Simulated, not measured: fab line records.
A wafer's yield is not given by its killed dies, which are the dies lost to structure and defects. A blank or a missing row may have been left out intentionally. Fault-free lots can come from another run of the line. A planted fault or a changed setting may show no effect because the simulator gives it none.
Matching of chambers + flow nand harc + 4 sister chambers for NHARC_A_STAIRCASE_TRIM_196 on rie diel-01
The step chemistry O2, time 211.2 s. 20 wafers are shown with their chamber, then 10 later ones without.

EACH WAFER AND ITS CHAMBER
| wafer  | chamber | showerhead plenum p Torr (Torr) | drypump motor current A (A) | oes product au (a.u.) |
|--------|---------|---------------------------------|-----------------------------|-----------------------|
| L077.2 | 0       | 3.28                            | 5.8                         | 1.010                 |
| L077.3 | 3       | 3.69                            | 5.1                         | 0.992                 |
| L077.4 | 2       | 3.73                            | 6.3                         | 0.975                 |
| L076.1 | 0       | 3.27                            | 5.8                         | 1.006                 |
| L076.2 | 1       | 3.79                            | 5.2                         | 0.981                 |
| L076.5 | 3       | 3.68                            | 5.0                         | 0.999                 |
| L080.1 | 2       | 3.72                            | 6.3                         | 0.968                 |
| L080.2 | 0       | 3.27                            | 5.9                         | 1.002                 |
| L080.3 | 3       | 3.68                            | 5.0                         | 0.979                 |
| L080.4 | 1       | 3.78                            | 5.2                         | 0.989                 |
| L080.5 | 3       | 3.68                            | 5.1                         | 0.993                 |
| L080.6 | 2       | 3.72                            | 6.3                         | 0.971                 |
| L083.2 | 2       | 3.72                            | 6.3                         | 0.992                 |
| L083.4 | 1       | 3.78                            | 5.2                         | 0.990                 |
| L083.6 | 2       | 3.72                            | 6.3                         | 0.988                 |
| L085.1 | 3       | 3.67                            | 5.1                         | 1.002                 |
| L085.2 | 1       | 3.77                            | 5.2                         | 0.986                 |
| L085.4 | 0       | 3.26                            | 5.9                         | 0.997                 |
| L086.1 | 0       | 3.26                            | 5.8                         | 1.009                 |
| L086.3 | 2       | 3.72                            | 6.4                         | 1.006                 |

SIGNATURES (means of the wafers above)
| reading                  | chamber 0 | chamber 1 | chamber 2 | chamber 3 | scatter within a chamber |
|--------------------------|-----------|-----------|-----------|-----------|--------------------------|
| showerhead plenum p Torr | 3.2680    | 3.7800    | 3.7217    | 3.6800    | 0.00691                  |
| drypump motor current A  | 5.840     | 5.200     | 6.317     | 5.060     | 0.045                    |
| oes product au           | 1.00480   | 0.98650   | 0.98333   | 0.99300   | 0.00983                  |
Rule: a wafer lies at a distance from a chamber equal to the root of the sum of squares, over the readings, of (its reading less the chamber's mean, divided by the reading's scatter). The wafer belongs to the nearest chamber; if the next one is less than 2 further off, it can't be placed. How the scatter is found: for the shown wafers, subtract from each reading the mean of its chamber, square and add these, divide the total by (wafers less chambers), then take the root.

WAFERS MISSING THEIR CHAMBER
| wafer  | showerhead plenum p Torr (Torr) | drypump motor current A (A) | oes product au (a.u.) |
|--------|---------------------------------|-----------------------------|-----------------------|
| L086.5 | 3.67                            | 5.0                         | 1.008                 |
| L090.3 | 3.81                            | 5.9                         | 0.999                 |
| L090.4 | 3.77                            | 5.2                         | 1.003                 |
| L090.5 | 3.81                            | 5.9                         | 0.993                 |
| L090.1 | 3.67                            | 5.1                         | 0.990                 |
| L090.2 | 3.71                            | 6.4                         | 0.983                 |
| L090.6 | 3.77                            | 5.2                         | 1.003                 |
| L096.2 | 3.71                            | 6.4                         | 0.991                 |
| L096.3 | 3.77                            | 5.2                         | 1.005                 |
| L096.4 | 3.80                            | 5.8                         | 0.994                 |

EACH ONE'S CHAMBER
| wafer  | from the rows above     | in truth                   |
|--------|-------------------------|----------------------------|
| L086.5 | 3                       | 3                          |
| L090.3 | can't be placed: 2 or 1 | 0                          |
| L090.4 | 1                       | 1                          |
| L090.5 | can't be placed: 2 or 1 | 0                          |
| L090.1 | 3                       | 3                          |
| L090.2 | 2                       | 2                          |
| L090.6 | 1                       | 1                          |
| L096.2 | 2                       | 2                          |
| L096.3 | 1                       | 1                          |
| L096.4 | 1                       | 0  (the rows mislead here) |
7 of 10 placed correctly. Cannot be placed on the basis of these rows: 2; the candidates contain the true chamber in 0. Placed wrongly: 1.
